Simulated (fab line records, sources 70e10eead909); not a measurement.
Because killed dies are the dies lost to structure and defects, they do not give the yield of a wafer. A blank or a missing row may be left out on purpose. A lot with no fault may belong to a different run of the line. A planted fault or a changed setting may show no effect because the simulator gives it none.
Which tool was responsible? + flow nand harc + Sampling: 24 lots, 72 wafers, 6 of 1302 route steps

WHAT THE GAUGES READ, wafer by wafer
Not one reading of a measure or inspect step in the record can be checked against a usual standard deviation.

WHICH TOOL RAN EACH LOT (tool, then ch and the chambers of the sampled wafers, then the start)
| lot  | NHARC_A_CHANNEL_FILL_D2_ETCHBACK_08           | NHARC_A_STAIRCASE_ETCH_169         | NHARC_A_STAIRCASE_ETCH_17                     | NHARC_A_STAIRCASE_ETCH_23                     | NHARC_A_STAIRCASE_TRIM_26                     | NHARC_A_STAIRCASE_STRIP_254          |
|------|-----------------------------------------------|------------------------------------|-----------------------------------------------|-----------------------------------------------|-----------------------------------------------|--------------------------------------|
| L074 | rie diel-11 ch 1,3, day 15 13:58 or earlier   | rie diel-05 ch 0,2, day 15 13:58   | rie diel-05 ch 0,2, day 16 06:31 or earlier   | rie diel-12 ch 0,2, day 16 06:31 or earlier   | rie diel-12 ch 0,1,2, day 16 06:31 or earlier | plasma asher-01 ch 0,1, day 16 06:31 |
| L075 | rie diel-02 ch 1,3, day 15 13:46 or earlier   | rie diel-09 ch 0,2, day 15 13:46   | rie diel-12 ch 0,2, day 16 09:04 or earlier   | rie diel-05 ch 1,2, day 16 09:04 or earlier   | rie diel-05 ch 0,1,2, day 16 09:04 or earlier | plasma asher-01 ch 0,1, day 16 09:04 |
| L076 | rie diel-11 ch 0,2,3, day 16 13:04 or earlier | rie diel-05 ch 1,2,3, day 16 13:04 | rie diel-05 ch 1,2,3, day 17 03:29 or earlier | rie diel-12 ch 0,1,2, day 17 03:29 or earlier | rie diel-12 ch 0,2,3, day 17 03:29 or earlier | plasma asher-01 ch 0,1, day 17 03:29 |
| L078 | rie diel-04 ch 0,2,3, day 17 00:23 or earlier | rie diel-12 ch 0,1,2, day 17 00:23 | rie diel-09 ch 0,3, day 17 13:14 or earlier   | rie diel-05 ch 0,3, day 17 13:14 or earlier   | rie diel-05 ch 1,2, day 17 13:14 or earlier   | plasma asher-01 ch 0,1, day 17 13:14 |
| L077 | rie diel-02 ch 0,1, day 17 06:38 or earlier   | rie diel-05 ch 0,3, day 17 06:38   | rie diel-09 ch 2,3, day 17 20:08 or earlier   | rie diel-09 ch 0,1,3, day 17 20:08 or earlier | rie diel-09 ch 0,1,2, day 17 20:08 or earlier | plasma asher-01 ch 1, day 17 20:08   |
| L079 | rie diel-11 ch 0,1,3, day 17 21:40 or earlier | rie diel-12 ch 1,2,3, day 17 21:40 | rie diel-12 ch 0,2,3, day 18 12:17 or earlier | rie diel-09 ch 0,1,3, day 18 12:17 or earlier | rie diel-09 ch 1,2,3, day 18 12:17 or earlier | plasma asher-01 ch 0,1, day 18 12:17 |
| L080 | rie diel-04 ch 1,2,3, day 17 21:49 or earlier | rie diel-09 ch 0,1, day 17 21:49   | rie diel-12 ch 1,2, day 18 16:59 or earlier   | rie diel-09 ch 0,1,3, day 18 16:59 or earlier | rie diel-09 ch 2,3, day 18 16:59 or earlier   | plasma asher-02 ch 0,1, day 18 16:59 |
| L081 | rie diel-02 ch 0,2,3, day 18 10:07 or earlier | rie diel-12 ch 0,1,2, day 18 10:07 | rie diel-12 ch 0,1,3, day 19 00:22 or earlier | rie diel-09 ch 0,1,3, day 19 00:22 or earlier | rie diel-09 ch 0,2,3, day 19 00:22 or earlier | plasma asher-01 ch 0,1, day 19 00:22 |
| L082 | rie diel-11 ch 0,1,2, day 18 18:34 or earlier | rie diel-05 ch 1,2, day 18 18:34   | rie diel-12 ch 1,2,3, day 19 07:33 or earlier | rie diel-12 ch 0,1,2, day 19 07:33 or earlier | rie diel-12 ch 0,3, day 19 07:33 or earlier   | plasma asher-02 ch 0,1, day 19 07:33 |
| L083 | rie diel-04 ch 0,1, day 19 07:01 or earlier   | rie diel-12 ch 0,2,3, day 19 07:01 | rie diel-05 ch 1,2,3, day 19 21:31 or earlier | rie diel-05 ch 1,2,3, day 19 21:31 or earlier | rie diel-05 ch 1,2, day 19 21:31 or earlier   | plasma asher-01 ch 0,1, day 19 21:31 |
| L085 | rie diel-02 ch 2,3, day 19 20:01 or earlier   | rie diel-05 ch 0,1,3, day 19 20:01 | rie diel-05 ch 0,2,3, day 20 11:57 or earlier | rie diel-09 ch 0,1,2, day 20 11:57 or earlier | rie diel-09 ch 1,2,3, day 20 11:57 or earlier | plasma asher-01 ch 0,1, day 20 11:57 |
| L084 | rie diel-04 ch 0,1,3, day 19 20:17 or earlier | rie diel-05 ch 0,1,3, day 19 20:17 | rie diel-05 ch 1,2,3, day 20 12:34 or earlier | rie diel-12 ch 0,1, day 20 12:34 or earlier   | rie diel-12 ch 0,3, day 20 12:34 or earlier   | plasma asher-02 ch 0,1, day 20 12:34 |
| L086 | rie diel-04 ch 2,3, day 20 23:41 or earlier   | rie diel-12 ch 1,2, day 20 23:41   | rie diel-12 ch 2,3, day 21 15:02 or earlier   | rie diel-05 ch 2,3, day 21 15:02 or earlier   | rie diel-05 ch 0,3, day 21 15:02 or earlier   | plasma asher-01 ch 1, day 21 15:02   |
| L087 | rie diel-04 ch 0,1,2, day 21 21:52 or earlier | rie diel-05 ch 0,1, day 21 21:52   | rie diel-12 ch 1,2,3, day 22 14:20 or earlier | rie diel-12 ch 2,3, day 22 14:20 or earlier   | rie diel-12 ch 0,1, day 22 14:20 or earlier   | plasma asher-02 ch 0,1, day 22 14:20 |
| L088 | rie diel-11 ch 0,1,2, day 22 01:09 or earlier | rie diel-05 ch 0,1,2, day 22 01:09 | rie diel-09 ch 0,2,3, day 22 15:58 or earlier | rie diel-09 ch 0,1,2, day 22 15:58 or earlier | rie diel-09 ch 0,1,2, day 22 15:58 or earlier | plasma asher-02 ch 0,1, day 22 15:58 |
| L089 | rie diel-02 ch 1,2,3, day 22 00:59 or earlier | rie diel-05 ch 0,1,3, day 22 00:59 | rie diel-09 ch 0,1,3, day 22 15:04 or earlier | rie diel-05 ch 0,1,3, day 22 15:04 or earlier | rie diel-05 ch 1,2,3, day 22 15:04 or earlier | plasma asher-02 ch 0,1, day 22 15:04 |
| L090 | rie diel-04 ch 0,1,3, day 22 17:23 or earlier | rie diel-12 ch 1,2,3, day 22 17:23 | rie diel-12 ch 0,1,3, day 23 07:01 or earlier | rie diel-12 ch 0,3, day 23 07:01 or earlier   | rie diel-12 ch 0,2,3, day 23 07:01 or earlier | plasma asher-01 ch 0,1, day 23 07:01 |
| L091 | rie diel-11 ch 0,1,2, day 22 17:32 or earlier | rie diel-09 ch 0,1, day 22 17:32   | rie diel-12 ch 0,2,3, day 23 12:59 or earlier | rie diel-12 ch 0,1,3, day 23 12:59 or earlier | rie diel-12 ch 1,2,3, day 23 12:59 or earlier | plasma asher-02 ch 0,1, day 23 12:59 |
| L092 | rie diel-02 ch 1,2,3, day 23 08:50 or earlier | rie diel-05 ch 0,1,2, day 23 08:50 | rie diel-05 ch 0,1,2, day 23 22:59 or earlier | rie diel-09 ch 0,1,3, day 23 22:59 or earlier | rie diel-09 ch 1,2,3, day 23 22:59 or earlier | plasma asher-02 ch 0,1, day 23 22:59 |
| L093 | rie diel-11 ch 0,1,3, day 23 12:59 or earlier | rie diel-12 ch 0,2,3, day 23 12:59 | rie diel-09 ch 0,1,2, day 23 17:09 or earlier | rie diel-12 ch 1,2,3, day 23 17:09 or earlier | rie diel-05 ch 1,2,3, day 23 17:09            | plasma asher-02 ch 0,1, day 24 02:52 |
| L094 | rie diel-11 ch 1,2,3, day 23 19:17 or earlier | rie diel-12 ch 1,2,3, day 23 19:17 | rie diel-12 ch 2,3, day 24 09:04 or earlier   | rie diel-12 ch 1,2,3, day 24 09:04 or earlier | rie diel-12 ch 1,2, day 24 09:04 or earlier   | plasma asher-02 ch 0,1, day 24 09:04 |
| L096 | rie diel-11 ch 1,2, day 24 15:02 or earlier   | rie diel-09 ch 0,2,3, day 24 15:02 | rie diel-09 ch 0,3, day 25 08:00 or earlier   | rie diel-09 ch 1,2,3, day 25 08:00 or earlier | rie diel-09 ch 0,1, day 25 08:00 or earlier   | plasma asher-02 ch 0,1, day 25 08:00 |
| L095 | rie diel-02 ch 0,2,3, day 24 19:41 or earlier | rie diel-05 ch 0,1,3, day 24 19:41 | rie diel-05 ch 0,2,3, day 25 12:16 or earlier | rie diel-12 ch 0,2,3, day 25 12:16 or earlier | rie diel-12 ch 0,1,2, day 25 12:16 or earlier | plasma asher-02 ch 0,1, day 25 12:16 |
| L097 | rie diel-04 ch 0,1,2, day 25 17:07 or earlier | rie diel-12 ch 0,1,3, day 25 17:07 | rie diel-05 ch 0,1,3, day 26 06:38 or earlier | rie diel-09 ch 1,2,3, day 26 06:38 or earlier | rie diel-09 ch 0,2,3, day 26 06:38 or earlier | plasma asher-01 ch 0,1, day 26 06:38 |
- NHARC_A_CHANNEL_FILL_D2_ETCHBACK_08: etches the open film in C4F8, target depth 220 nm, time 110 s.
- NHARC_A_STAIRCASE_ETCH_169: etches the open film in CH3F/O2, target depth 50 nm, time 107.1 s.
- NHARC_A_STAIRCASE_ETCH_17: etches the open film in C4F8/O2, target depth 100 nm, time 40.5 s.
- NHARC_A_STAIRCASE_ETCH_23: etches the open film in C4F8/O2, target depth 100 nm, time 40.5 s.
- NHARC_A_STAIRCASE_TRIM_26: chemistry O2, time 211.2 s.
- NHARC_A_STAIRCASE_STRIP_254: strips in O2.

WHAT THE TOOLS THEMSELVES READ (means of the sampled wafers that have a number; where no wafer has one, the mark that the record gives instead)
NHARC_A_CHANNEL_FILL_D2_ETCHBACK_08.
| lot  | tool        | oes product au (a.u.) | rf vpp V (V) |
|------|-------------|-----------------------|--------------|
| L074 | rie diel-11 | 0.98                  | 440          |
| L075 | rie diel-02 | 0.99                  | 437          |
| L076 | rie diel-11 | 0.94                  | 442          |
| L078 | rie diel-04 | 1.00                  | 441          |
| L077 | rie diel-02 | 0.98                  | 440          |
| L079 | rie diel-11 | 0.98                  | 441          |
| L080 | rie diel-04 | 0.99                  | 438          |
| L081 | rie diel-02 | 0.99                  | 442          |
| L082 | rie diel-11 | 0.92                  | 442          |
| L083 | rie diel-04 | 0.93                  | 442          |
| L085 | rie diel-02 | 1.00                  | 441          |
| L084 | rie diel-04 | 0.99                  | 441          |
| L086 | rie diel-04 | 0.92                  | 438          |
| L087 | rie diel-04 | 0.98                  | 441          |
| L088 | rie diel-11 | 0.93                  | 442          |
| L089 | rie diel-02 | 1.00                  | 441          |
| L090 | rie diel-04 | 0.95                  | 440          |
| L091 | rie diel-11 | 0.92                  | 441          |
| L092 | rie diel-02 | 1.00                  | 441          |
| L093 | rie diel-11 | 1.00                  | 441          |
| L094 | rie diel-11 | 0.94                  | 440          |
| L096 | rie diel-11 | 0.92                  | 439          |
| L095 | rie diel-02 | 0.99                  | 441          |
| L097 | rie diel-04 | 0.91                  | 441          |

NHARC_A_STAIRCASE_ETCH_169.
| lot  | tool        | drypump motor current A (A) | oes product au (a.u.) | rf vpp V (V) | showerhead plenum p Torr (Torr) | throttle valve pct (%) |
|------|-------------|-----------------------------|-----------------------|--------------|---------------------------------|------------------------|
| L074 | rie diel-05 | 6.3                         | 0.964                 | 243.8        | 2.46                            | 20.657                 |
| L075 | rie diel-09 | 6.1                         | 0.942                 | 245.7        | 2.54                            | 20.666                 |
| L076 | rie diel-05 | 5.7                         | 0.947                 | 243.3        | 2.38                            | 20.659                 |
| L078 | rie diel-12 | 5.6                         | 0.981                 | 245.5        | 2.58                            | 20.654                 |
| L077 | rie diel-05 | 5.3                         | 0.950                 | 243.1        | 2.41                            | 20.660                 |
| L079 | rie diel-12 | 5.3                         | 0.971                 | 244.4        | 2.50                            | 20.662                 |
| L080 | rie diel-09 | 6.1                         | 0.937                 | 243.5        | 2.43                            | 20.657                 |
| L081 | rie diel-12 | 5.6                         | 0.964                 | 246.1        | 2.58                            | 20.666                 |
| L082 | rie diel-05 | 6.2                         | 0.964                 | 243.7        | 2.40                            | 20.667                 |
| L083 | rie diel-12 | 5.6                         | 0.983                 | 244.0        | 2.48                            | 20.660                 |
| L085 | rie diel-05 | 5.3                         | 0.977                 | 242.6        | 2.40                            | 20.666                 |
| L084 | rie diel-05 | 5.3                         | 0.940                 | 243.4        | 2.40                            | 20.662                 |
| L086 | rie diel-12 | 5.3                         | 0.978                 | 245.9        | 2.59                            | 20.672                 |
| L087 | rie diel-05 | 5.4                         | 0.965                 | 243.9        | 2.44                            | 20.671                 |
| L088 | rie diel-05 | 5.8                         | 0.957                 | 243.2        | 2.42                            | 20.663                 |
| L089 | rie diel-05 | 5.3                         | 0.970                 | 244.0        | 2.39                            | 20.652                 |
| L090 | rie diel-12 | 5.3                         | 0.984                 | 244.1        | 2.48                            | 20.658                 |
| L091 | rie diel-09 | 6.1                         | 0.980                 | 244.7        | 2.41                            | 20.665                 |
| L092 | rie diel-05 | 5.8                         | 0.982                 | 243.2        | 2.41                            | 20.661                 |
| L093 | rie diel-12 | 5.6                         | 0.967                 | 244.9        | 2.47                            | 20.665                 |
| L094 | rie diel-12 | 5.3                         | 0.971                 | 244.7        | 2.48                            | 20.674                 |
| L096 | rie diel-09 | 6.0                         | 0.967                 | 244.1        | 2.46                            | 20.656                 |
| L095 | rie diel-05 | 5.3                         | 0.950                 | 243.6        | 2.38                            | 20.661                 |
| L097 | rie diel-12 | 5.5                         | 0.973                 | 244.1        | 2.51                            | 20.660                 |

NHARC_A_STAIRCASE_ETCH_17.
| lot  | tool        | oes product au (a.u.) | rf vpp V (V) |
|------|-------------|-----------------------|--------------|
| L074 | rie diel-05 | 0.945                 | 898          |
| L075 | rie diel-12 | 0.944                 | 901          |
| L076 | rie diel-05 | 0.952                 | 892          |
| L078 | rie diel-09 | 0.952                 | 894          |
| L077 | rie diel-09 | 0.937                 | 898          |
| L079 | rie diel-12 | 0.945                 | 897          |
| L080 | rie diel-12 | 0.951                 | 903          |
| L081 | rie diel-12 | 0.950                 | 899          |
| L082 | rie diel-12 | 0.958                 | 897          |
| L083 | rie diel-05 | 0.946                 | 892          |
| L085 | rie diel-05 | 0.937                 | 895          |
| L084 | rie diel-05 | 0.928                 | 892          |
| L086 | rie diel-12 | 0.944                 | 894          |
| L087 | rie diel-12 | 0.958                 | 898          |
| L088 | rie diel-09 | 0.939                 | 897          |
| L089 | rie diel-09 | 0.929                 | 896          |
| L090 | rie diel-12 | 0.952                 | 898          |
| L091 | rie diel-12 | 0.936                 | 896          |
| L092 | rie diel-05 | 0.933                 | 894          |
| L093 | rie diel-09 | 0.945                 | 899          |
| L094 | rie diel-12 | 0.950                 | 895          |
| L096 | rie diel-09 | 0.941                 | 891          |
| L095 | rie diel-05 | 0.957                 | 893          |
| L097 | rie diel-05 | 0.945                 | 892          |

NHARC_A_STAIRCASE_ETCH_23.
| lot  | tool        | oes product au (a.u.) | rf vpp V (V) |
|------|-------------|-----------------------|--------------|
| L074 | rie diel-12 | 0.941                 | 902          |
| L075 | rie diel-05 | 0.951                 | 894          |
| L076 | rie diel-12 | 0.970                 | 902          |
| L078 | rie diel-05 | 0.933                 | 895          |
| L077 | rie diel-09 | 0.947                 | 897          |
| L079 | rie diel-09 | 0.949                 | 897          |
| L080 | rie diel-09 | 0.956                 | 896          |
| L081 | rie diel-09 | 0.974                 | 897          |
| L082 | rie diel-12 | 0.955                 | 901          |
| L083 | rie diel-05 | 0.949                 | 891          |
| L085 | rie diel-09 | 0.939                 | 900          |
| L084 | rie diel-12 | 0.970                 | 905          |
| L086 | rie diel-05 | 0.973                 | 893          |
| L087 | rie diel-12 | 0.954                 | 894          |
| L088 | rie diel-09 | 0.944                 | 899          |
| L089 | rie diel-05 | 0.951                 | 893          |
| L090 | rie diel-12 | 0.942                 | 898          |
| L091 | rie diel-12 | 0.945                 | 899          |
| L092 | rie diel-09 | 0.953                 | 896          |
| L093 | rie diel-12 | 0.954                 | 897          |
| L094 | rie diel-12 | 0.951                 | 897          |
| L096 | rie diel-09 | 0.939                 | 901          |
| L095 | rie diel-12 | 0.970                 | 896          |
| L097 | rie diel-09 | 0.948                 | 900          |

NHARC_A_STAIRCASE_TRIM_26.
| lot  | tool        | drypump motor current A (A) | oes product au (a.u.) | rf vpp V (V) | showerhead plenum p Torr (Torr) | throttle valve pct (%) |
|------|-------------|-----------------------------|-----------------------|--------------|---------------------------------|------------------------|
| L074 | rie diel-12 | 5.6                         | 1.006                 | 58.7         | 3.71                            | 17.039                 |
| L075 | rie diel-05 | 5.8                         | 1.007                 | 58.4         | 3.49                            | 17.043                 |
| L076 | rie diel-12 | 5.6                         | 0.998                 | 57.8         | 3.56                            | 17.030                 |
| L078 | rie diel-05 | 6.2                         | 1.004                 | 57.0         | 3.45                            | 17.040                 |
| L077 | rie diel-09 | 6.1                         | 0.992                 | 58.2         | 3.62                            | 17.043                 |
| L079 | rie diel-09 | 6.0                         | 1.002                 | 58.1         | 3.68                            | 17.026                 |
| L080 | rie diel-09 | 5.9                         | 1.014                 | 57.5         | 3.63                            | 17.034                 |
| L081 | rie diel-09 | 6.0                         | 1.000                 | 58.4         | 3.56                            | 17.032                 |
| L082 | rie diel-12 | 5.8                         | 0.998                 | 57.5         | 3.60                            | 17.037                 |
| L083 | rie diel-05 | 6.3                         | 1.006                 | 57.7         | 3.45                            | 17.048                 |
| L085 | rie diel-09 | 6.0                         | 1.007                 | 57.8         | 3.67                            | 17.041                 |
| L084 | rie diel-12 | 5.4                         | 1.012                 | 56.7         | 3.47                            | 17.027                 |
| L086 | rie diel-05 | 5.4                         | 1.010                 | 56.5         | 3.51                            | 17.049                 |
| L087 | rie diel-12 | 5.8                         | 1.008                 | 58.7         | 3.73                            | 17.037                 |
| L088 | rie diel-09 | 6.1                         | 0.999                 | 57.9         | 3.60                            | 17.037                 |
| L089 | rie diel-05 | 5.8                         | 1.002                 | 57.9         | 3.40                            | 17.039                 |
| L090 | rie diel-12 | 5.6                         | 1.007                 | 57.8         | 3.54                            | 17.045                 |
| L091 | rie diel-12 | 5.3                         | 1.006                 | 57.1         | 3.56                            | 17.045                 |
| L092 | rie diel-09 | 6.0                         | 0.990                 | 57.6         | 3.65                            | 17.040                 |
| L093 | rie diel-05 | 5.8                         | 0.991                 | 57.2         | 3.40                            | 17.035                 |
| L094 | rie diel-12 | 5.5                         | 1.015                 | 57.5         | 3.63                            | 17.036                 |
| L096 | rie diel-09 | 6.1                         | 1.008                 | 58.6         | 3.57                            | 17.029                 |
| L095 | rie diel-12 | 5.6                         | 1.010                 | 58.1         | 3.67                            | 17.040                 |
| L097 | rie diel-09 | 6.0                         | 0.989                 | 58.3         | 3.52                            | 17.030                 |

NHARC_A_STAIRCASE_STRIP_254.
| lot  | tool            | drypump motor current A (A) | heater power w (W) |
|------|-----------------|-----------------------------|--------------------|
| L074 | plasma asher-01 | 5.6                         | 367                |
| L075 | plasma asher-01 | 5.9                         | 360                |
| L076 | plasma asher-01 | 5.6                         | 367                |
| L078 | plasma asher-01 | 5.8                         | 348                |
| L077 | plasma asher-01 | 6.1                         | 348                |
| L079 | plasma asher-01 | 5.6                         | 366                |
| L080 | plasma asher-02 | 5.8                         | 303                |
| L081 | plasma asher-01 | 5.6                         | 364                |
| L082 | plasma asher-02 | 5.5                         | 297                |
| L083 | plasma asher-01 | 5.6                         | 367                |
| L085 | plasma asher-01 | 5.6                         | 364                |
| L084 | plasma asher-02 | 5.5                         | 300                |
| L086 | plasma asher-01 | 6.1                         | 349                |
| L087 | plasma asher-02 | 5.5                         | 298                |
| L088 | plasma asher-02 | 5.5                         | 294                |
| L089 | plasma asher-02 | 5.7                         | 304                |
| L090 | plasma asher-01 | 5.6                         | 386                |
| L091 | plasma asher-02 | 5.8                         | 310                |
| L092 | plasma asher-02 | 5.7                         | 308                |
| L093 | plasma asher-02 | 5.5                         | 295                |
| L094 | plasma asher-02 | 5.8                         | 302                |
| L096 | plasma asher-02 | 5.8                         | 310                |
| L095 | plasma asher-02 | 5.5                         | 294                |
| L097 | plasma asher-01 | 5.9                         | 377                |

THE ANSWER, worked out from the rows above alone
Rule: what is usual is taken from the lots themselves. The widest of any qualifying gaps counts: lots, ordered by their means at a reading, are off when they make up no more than a third of the lots, leave a main group of 4 or more, and stand apart from it by 3 or more times the standard deviation of that group's means. A main group whose means are all the same, to the digits that the tables above print for the reading, isn't used. Also off: a lot with no number at a reading for which 4 or more lots have one. The other lots that the step has rows for count as sound. After the gauges, taken in route order, come the tools' own readings; for these a lot's mean is taken, as printed above. At the first step where some lot is off, the reading lying furthest off is the one used; lots without a number count as furthest.
None of the lots is off at any reading shown; this tells nothing.

WHAT THE SIMULATOR HAD PUT IN
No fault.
